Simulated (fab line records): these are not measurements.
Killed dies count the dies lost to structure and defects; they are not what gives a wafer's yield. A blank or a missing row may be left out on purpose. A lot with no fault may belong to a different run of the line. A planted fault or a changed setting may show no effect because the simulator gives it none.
fab line records | flow nand-harc | part 2 of 2: steps 5 to 6 of 6
record lots=24 | wafers=72 | last-day=25
route steps=1159 shown A_WL_FILL@813 A_CONTACT@859
lots untouched by any fault: they come from a run of this same line in which no faults occurred
start-h: start of the lot's first displayed wafer, in hours after the record's first day | wait-h: time in hours since the lot's previous step | " repeats the value in the row above | L1.1+2: one row covering several wafers at once | - no value present, or no start provided | * or withheld: withheld | < > ~ a bound
route shown NAME@n: NAME is a module with steps in the file, n the number in the route of the first one | usual: mean/standard deviation taken from wafers without a fault | same: alike in all rows | chamber/n: place in a boat | sites: readings site by site | _std_site: standard deviation of those values | _edge_site: outer sites' mean less inner sites' | radius-mm: for every site, how far away it sits from the centre of the wafer | mask NAME#n: copy n | behind: the tool/chamber that last shaped the wafer | hold: reason for holding the lot/hours on hold/outcome of the hold | device: which transistor (n, p or np) failed to switch | end of line: the route-end tests of the same wafers | a step without rows: its recipe alone | killed: the dies lost at the first sort to structure and to defects; this is not the yield of the wafer | map: dies across one wafer; x = killed, . = not, _ = none there
set.NAME: the setting as run; set.NAME@STEP: as run at that earlier step | model.NAME: the simulator's own value behind a step, which no gauge read
a sample of lots followed through the steps of the route, with each step as a table and each wafer as a row
services: from which hour (start-h, from the record's first day; less than 0 if before it) a tool's chamber was out of use, for how many hours, and why
## steps
# step NHARC_A_CONTACT_ETCH_50
# recipe target-depth-a=847 | time-s=42.4 | cf4-flow-sccm=100 | chf3-flow-sccm=30 | ar-flow-sccm=0 | rf-w=500 | bias-w=200 | chemistry=CF4/CHF3
# usual drypump-motor-current-A=5.9/0.38 | oes-product-au=0.952/0.026 | rf-fwd-power-W=494.7/2 | rf-vpp-V=370.9/2.1 | showerhead-plenum-p-Torr=1.58/0.059 | throttle-valve-pct=16.804/0.0094
lot.wafer | tool        | chamber | start-h | wait-h | drypump-motor-current-A | oes-product-au | rf-fwd-power-W | rf-hours-counter-h | rf-vpp-V | showerhead-plenum-p-Torr | throttle-valve-pct
L074.3    | rie-diel-10 | 3       | -       | -      | 5.0                     | 0.963          | 493.2          | 1                  | 373.9    | 1.68                     | 16.805
L074.1    | "           | 0       | "       | "      | 6.1                     | 0.975          | 494.1          | 1                  | 370.3    | 1.55                     | 16.803
L074.6    | "           | 1       | "       | "      | 5.8                     | 0.977          | 496.4          | -                  | 369.8    | 1.59                     | 16.803
L075.2    | rie-diel-07 | 1       | -       | -      | 6.2                     | 0.966          | 492.9          | 23                 | 369.8    | 1.54                     | 16.796
L075.3    | "           | 2       | "       | "      | 5.5                     | 0.952          | 493.8          | 24                 | 366.5    | 1.48                     | 16.800
L075.5    | "           | 2       | "       | "      | 5.5                     | 0.957          | 495.0          | -                  | 367.3    | 1.48                     | 16.803
L077.4    | rie-diel-07 | 2       | -       | -      | 5.5                     | 0.927          | 493.1          | 27                 | 367.7    | 1.48                     | 16.793
L077.3    | "           | 3       | "       | "      | 6.0                     | 0.920          | 494.5          | 27                 | 370.0    | 1.58                     | 16.798
L077.6    | "           | 2       | "       | "      | 5.5                     | 0.916          | 493.0          | -                  | 367.1    | 1.48                     | 16.819
L076.2    | rie-diel-07 | 1       | -       | -      | 6.2                     | 0.936          | 495.3          | 26                 | 369.4    | 1.54                     | 16.808
L076.4    | "           | 2       | "       | "      | 5.5                     | 0.927          | 493.4          | 27                 | 367.4    | 1.48                     | 16.808
L076.6    | "           | 3       | "       | "      | 6.0                     | 0.931          | 498.5          | -                  | 371.8    | 1.58                     | 16.806
L079.2    | rie-diel-07 | 3       | -       | -      | 6.0                     | 0.939          | 495.7          | 30                 | 372.2    | 1.58                     | 16.796
L079.3    | "           | 1       | "       | "      | 6.2                     | 0.968          | 492.9          | 29                 | 370.6    | 1.54                     | 16.801
L079.4    | "           | 1       | "       | "      | 6.2                     | 0.970          | 493.0          | -                  | 369.1    | 1.54                     | 16.820
L078.4    | rie-diel-09 | 0       | -       | -      | 5.9                     | 0.903          | 496.9          | 52                 | 371.8    | 1.60                     | 16.803
L078.2    | "           | 2       | "       | "      | 5.8                     | 0.924          | 494.2          | 53                 | 372.8    | 1.67                     | 16.794
L078.5    | "           | 1       | "       | "      | 5.7                     | 0.922          | 498.3          | -                  | 370.5    | 1.58                     | 16.810
L080.2    | rie-diel-09 | 3       | -       | -      | 5.1                     | 0.934          | 493.0          | 53                 | 373.2    | 1.64                     | 16.807
L080.3    | "           | 0       | "       | "      | 6.0                     | 0.908          | 495.8          | 53                 | 370.6    | 1.60                     | 16.809
L080.5    | "           | 3       | "       | "      | 5.1                     | 0.937          | 492.7          | -                  | 373.3    | 1.64                     | 16.785
L081.3    | rie-diel-07 | 1       | -       | -      | 6.2                     | 0.990          | 493.3          | 0                  | 370.8    | 1.54                     | 16.794
L081.1    | "           | 2       | "       | "      | 5.5                     | 0.984          | 495.6          | 0                  | 368.5    | 1.48                     | 16.797
L081.5    | "           | 3       | "       | "      | 6.0                     | 0.961          | 495.5          | -                  | 372.6    | 1.58                     | 16.804
L082.3    | rie-diel-07 | 3       | -       | -      | 6.0                     | 0.979          | 496.5          | 3                  | 370.6    | 1.58                     | 16.805
L082.1    | "           | 1       | "       | "      | 6.2                     | 0.966          | 494.0          | 3                  | 369.9    | 1.54                     | 16.805
L082.5    | "           | 0       | "       | "      | 6.3                     | 0.966          | 492.6          | -                  | 372.2    | 1.63                     | 16.806
L084.3    | rie-diel-07 | 0       | -       | -      | 6.3                     | 0.975          | 495.2          | 3                  | 373.1    | 1.63                     | 16.786
L084.4    | "           | 1       | "       | "      | 6.2                     | 0.972          | 494.3          | 3                  | 369.7    | 1.54                     | 16.807
L084.6    | "           | 0       | "       | "      | 6.3                     | 0.959          | 493.4          | -                  | 373.0    | 1.63                     | 16.807
L083.1    | rie-diel-09 | 0       | -       | -      | 5.9                     | 0.954          | 497.4          | 2                  | 369.5    | 1.60                     | 16.823
L083.3    | "           | 1       | "       | "      | 5.8                     | 0.946          | 496.6          | 3                  | 369.7    | 1.57                     | 16.803
L083.6    | "           | 2       | "       | "      | 5.8                     | 0.968          | 492.1          | -                  | 374.2    | 1.67                     | 16.805
L085.2    | rie-diel-07 | 0       | -       | -      | 6.3                     | 0.938          | 492.8          | 5                  | 372.4    | 1.63                     | 16.809
L085.4    | "           | 1       | "       | "      | 6.2                     | 0.994          | 493.5          | 6                  | 370.5    | 1.54                     | 16.808
L085.1    | "           | 3       | "       | "      | 6.0                     | 0.971          | 494.8          | 6                  | 371.2    | 1.58                     | 16.816
L086.3    | rie-diel-07 | 3       | -       | -      | 6.0                     | 0.990          | 495.2          | 7                  | 370.2    | 1.58                     | 16.793
L086.1    | "           | 0       | "       | "      | 6.3                     | 0.958          | 492.5          | 6                  | 372.9    | 1.63                     | 16.808
L086.6    | "           | 3       | "       | "      | 6.0                     | 0.989          | 496.8          | -                  | 370.8    | 1.58                     | 16.794
L087.3    | rie-diel-09 | 2       | -       | -      | 5.8                     | 0.953          | 492.7          | 5                  | 373.8    | 1.67                     | 16.801
L087.2    | "           | 0       | "       | "      | 5.9                     | 0.974          | 498.2          | 3                  | 369.7    | 1.60                     | 16.798
L087.5    | "           | 1       | "       | "      | 5.7                     | 0.930          | 495.0          | -                  | 369.4    | 1.57                     | 16.793
L092.3    | rie-diel-07 | 1       | -       | -      | 6.2                     | 0.978          | 492.9          | 7                  | 369.5    | 1.54                     | 16.817
L092.4    | "           | 2       | "       | "      | 5.5                     | 1.012          | 494.0          | 8                  | 368.2    | 1.48                     | 16.811
L092.1    | "           | 3       | "       | "      | 6.0                     | 0.984          | 496.3          | 8                  | 370.2    | 1.58                     | 16.822
L090.2    | rie-diel-10 | 1       | -       | -      | 5.8                     | 0.930          | 493.4          | 35                 | 371.0    | 1.58                     | 16.792
L090.5    | "           | 1       | "       | "      | 5.7                     | 0.930          | 496.2          | -                  | 370.3    | 1.58                     | 16.798
L090.6    | "           | 2       | "       | "      | 6.6                     | 0.930          | 495.5          | -                  | 372.1    | 1.67                     | 16.819
L089.1    | rie-diel-10 | 0       | -       | -      | 6.1                     | 0.929          | 494.4          | 39                 | 368.8    | 1.54                     | 16.821
L089.3    | "           | 2       | "       | "      | 6.6                     | 0.934          | 493.7          | 36                 | 373.7    | 1.67                     | 16.801
L089.6    | "           | 1       | "       | "      | 5.8                     | 0.935          | 495.3          | -                  | 372.1    | 1.58                     | 16.807
L088.4    | rie-diel-07 | 1       | -       | -      | 6.2                     | 0.961          | 490.4          | 9                  | 370.0    | 1.54                     | 16.796
L088.2    | "           | 0       | "       | "      | 6.3                     | 0.942          | 493.6          | 9                  | 372.4    | 1.63                     | 16.806
L088.5    | "           | 1       | "       | "      | 6.2                     | 0.963          | 493.1          | -                  | 370.0    | 1.54                     | 16.806
L091.1    | rie-diel-07 | 1       | -       | -      | 6.2                     | 0.971          | 494.8          | 11                 | 369.9    | 1.54                     | 16.812
L091.3    | "           | 2       | "       | "      | 5.5                     | 0.979          | 492.6          | 12                 | 367.6    | 1.48                     | 16.786
L091.6    | "           | 1       | "       | "      | 6.2                     | 0.968          | 498.0          | -                  | 368.9    | 1.54                     | 16.796
L093.1    | rie-diel-09 | 3       | -       | -      | 5.1                     | 0.964          | 491.1          | 17                 | 373.2    | 1.63                     | 16.783
L093.5    | "           | 1       | "       | "      | 5.7                     | 0.900          | 494.9          | -                  | 370.7    | 1.57                     | 16.785
L093.6    | "           | 2       | "       | "      | 5.7                     | 0.922          | 495.6          | -                  | 372.8    | 1.66                     | 16.803
L094.1    | rie-diel-07 | 1       | -       | -      | 6.2                     | 0.983          | 494.2          | 15                 | 369.7    | 1.54                     | 16.818
L094.2    | "           | 2       | "       | "      | 5.5                     | 0.982          | 497.3          | 15                 | 367.9    | 1.48                     | 16.801
L094.4    | "           | 0       | "       | "      | 6.3                     | 0.960          | 494.4          | 13                 | 373.4    | 1.63                     | 16.794
L095.1    | rie-diel-07 | 1       | -       | -      | 6.2                     | 0.979          | 495.2          | 15                 | 368.6    | 1.54                     | 16.812
L095.4    | "           | 2       | "       | "      | 5.5                     | 1.005          | 495.3          | 16                 | 366.4    | 1.48                     | 16.811
L095.3    | "           | 3       | "       | "      | 6.0                     | 0.954          | 498.0          | 17                 | 370.2    | 1.58                     | 16.818
L097.4    | rie-diel-10 | 0       | -       | -      | 6.0                     | 0.922          | 495.0          | 54                 | 369.8    | 1.54                     | 16.805
L097.2    | "           | 1       | "       | "      | 5.7                     | 0.929          | 494.5          | 47                 | 370.1    | 1.58                     | 16.799
L097.5    | "           | 1       | "       | "      | 5.8                     | 0.924          | 494.6          | -                  | 372.2    | 1.58                     | 16.777
L096.2    | rie-diel-09 | 2       | -       | -      | 5.8                     | 0.914          | 491.8          | 25                 | 373.7    | 1.66                     | 16.787
L096.5    | "           | 3       | "       | "      | 5.1                     | 0.954          | 490.5          | -                  | 371.9    | 1.63                     | 16.795
L096.6    | "           | 0       | "       | "      | 5.9                     | 0.935          | 499.9          | -                  | 370.8    | 1.59                     | 16.817
# step NHARC_A_CONTACT_ETCH_111
# recipe source-w=withheld | pressure-mtorr=20 | bias-v=withheld | time-s=140 | target-depth-a=7000 | ar-flow-sccm=withheld | c4f8-flow-sccm=withheld | o2-flow-sccm=withheld | chemistry=C4F8/O2/Ar
# usual oes-air-line-au=0.998/0.024
lot.wafer | tool            | chamber | start-h | wait-h | oes-air-line-au | rf-hours-counter-h
L074.1    | har-cap-etch-01 | 0       | 368.00  | -      | 1.038           | 52
L074.3    | "               | 0       | "       | "      | 1.043           | -
L074.6    | "               | 1       | "       | "      | 1.017           | -
L075.2    | har-cap-etch-01 | 1       | 375.79  | -      | 0.958           | 53
L075.3    | "               | 1       | "       | "      | 0.975           | -
L075.5    | "               | 0       | "       | "      | 1.028           | -
L077.4    | har-cap-etch-03 | 1       | 385.18  | -      | 0.976           | -
L077.3    | "               | 0       | "       | "      | 1.024           | -
L077.6    | "               | 1       | "       | "      | 0.985           | -
L076.2    | har-cap-etch-02 | 1       | 386.31  | -      | 0.967           | 12
L076.4    | "               | 1       | "       | "      | 0.981           | -
L076.6    | "               | 1       | "       | "      | 0.994           | -
L079.2    | har-cap-etch-01 | 1       | 401.76  | -      | 0.978           | 58
L079.3    | "               | 0       | "       | "      | 1.003           | -
L079.4    | "               | 1       | "       | "      | 1.003           | -
L078.2    | har-cap-etch-03 | 1       | 408.46  | -      | 0.975           | 88
L078.4    | "               | 1       | "       | "      | 0.950           | -
L078.5    | "               | 1       | "       | "      | 0.979           | -
L080.2    | har-cap-etch-01 | 0       | 412.88  | -      | 1.017           | 59
L080.3    | "               | 1       | "       | "      | 1.012           | -
L080.5    | "               | 0       | "       | "      | 1.000           | -
L081.1    | har-cap-etch-02 | 0       | 418.45  | -      | 0.986           | 16
L081.3    | "               | 1       | "       | "      | 0.974           | -
L081.5    | "               | 0       | "       | "      | 1.008           | -
L082.1    | har-cap-etch-03 | 0       | 428.18  | -      | 1.004           | 92
L082.3    | "               | 0       | "       | "      | 1.002           | -
L082.5    | "               | 1       | "       | "      | 1.011           | -
L084.4    | har-cap-etch-02 | 0       | 428.72  | -      | 1.000           | -
L084.3    | "               | 1       | "       | "      | 1.029           | -
L084.6    | "               | 0       | "       | "      | 0.979           | -
L083.1    | har-cap-etch-01 | 1       | 450.31  | -      | 0.980           | 64
L083.3    | "               | 0       | "       | "      | 1.023           | -
L083.6    | "               | 1       | "       | "      | 0.977           | -
L085.1    | har-cap-etch-03 | 1       | 450.39  | -      | 0.962           | 94
L085.2    | "               | 0       | "       | "      | 0.985           | 94
L085.4    | "               | 0       | "       | "      | 0.988           | -
L086.1    | har-cap-etch-02 | 0       | 454.51  | -      | 0.989           | 21
L086.3    | "               | 1       | "       | "      | 0.983           | -
L086.6    | "               | 1       | "       | "      | 1.007           | -
L087.2    | har-cap-etch-03 | 0       | 454.86  | -      | 1.037           | 96
L087.3    | "               | 1       | "       | "      | 0.999           | -
L087.5    | "               | 0       | "       | "      | 1.007           | -
L092.1    | har-cap-etch-03 | 1       | 459.51  | -      | 0.997           | 97
L092.3    | "               | 0       | "       | "      | 0.994           | -
L092.4    | "               | 1       | "       | "      | 0.979           | -
L090.2    | har-cap-etch-01 | 1       | 459.72  | -      | 0.979           | 67
L090.6    | "               | 1       | "       | "      | 0.988           | -
L090.5    | "               | 0       | "       | "      | 1.002           | -
L089.1    | har-cap-etch-01 | 0       | 465.44  | -      | 1.026           | 68
L089.3    | "               | 1       | "       | "      | 0.981           | -
L089.6    | "               | 0       | "       | "      | 1.028           | -
L088.2    | har-cap-etch-02 | 0       | 465.81  | -      | 0.991           | 25
L088.4    | "               | 1       | "       | "      | 0.976           | -
L088.5    | "               | 0       | "       | "      | 0.949           | -
L091.1    | har-cap-etch-03 | 0       | 475.36  | -      | 0.953           | 101
L091.3    | "               | 0       | "       | "      | 0.965           | -
L091.6    | "               | 1       | "       | "      | 1.039           | -
L093.1    | har-cap-etch-01 | 1       | 491.73  | -      | 1.010           | 74
L093.5    | "               | 0       | "       | "      | 1.024           | -
L093.6    | "               | 1       | "       | "      | 1.009           | -
L094.2    | har-cap-etch-03 | 1       | 494.72  | -      | 1.011           | 104
L094.1    | "               | 0       | "       | "      | 1.028           | 104
L094.4    | "               | 0       | "       | "      | 1.034           | -
L095.1    | har-cap-etch-02 | 1       | 499.02  | -      | 1.028           | 31
L095.3    | "               | 0       | "       | "      | 0.992           | -
L095.4    | "               | 1       | "       | "      | 0.997           | -
L097.2    | har-cap-etch-02 | 1       | 504.49  | -      | 1.007           | 33
L097.4    | "               | 1       | "       | "      | 0.998           | -
L097.5    | "               | 0       | "       | "      | 1.018           | -
L096.2    | har-cap-etch-03 | 1       | 510.87  | -      | 1.039           | 107
L096.5    | "               | 1       | "       | "      | 1.026           | -
L096.6    | "               | 0       | "       | "      | 1.006           | -
## services
tool            | chamber | start-h | hours | kind
har-cap-etch-02 | -       | 305.00  | 17.0  | pm
rie-diel-07     | 0       | 310.87  | -     | clean
rie-metal-03    | 1       | 312.31  | 6.6   | repair
cvd-w-01        | 1       | 320.61  | 75.2  | repair
rie-metal-01    | -       | 332.00  | 9.0   | pm
rie-diel-10     | -       | 353.66  | 9.0   | pm
plasma-asher-02 | -       | 360.40  | 9.0   | pm
rie-metal-03    | 1       | 363.26  | 5.5   | repair
har-cap-etch-03 | -       | 367.85  | 0.5   | repair
cvd-w-02        | -       | 381.02  | 13.0  | pm
rie-metal-01    | 1       | 381.49  | 16.7  | repair
rie-metal-02    | -       | 388.00  | 9.0   | pm
rie-diel-07     | 0       | 399.53  | 2.7   | repair
rie-diel-07     | -       | 405.22  | 9.0   | pm
rie-diel-09     | -       | 431.35  | 9.0   | pm
rie-diel-07     | 1       | 431.74  | 1.5   | repair
rie-metal-02    | 1       | 434.13  | 1.1   | repair
plasma-asher-01 | -       | 453.00  | 9.0   | pm
rie-metal-03    | -       | 453.11  | 9.0   | pm
rie-diel-10     | 3       | 460.06  | 4.1   | repair
rie-diel-10     | 3       | 479.12  | 10.5  | repair
cvd-w-01        | -       | 479.65  | 13.0  | pm
rie-diel-10     | 0       | 485.28  | 9.0   | repair
rie-metal-01    | -       | 509.00  | 9.0   | pm
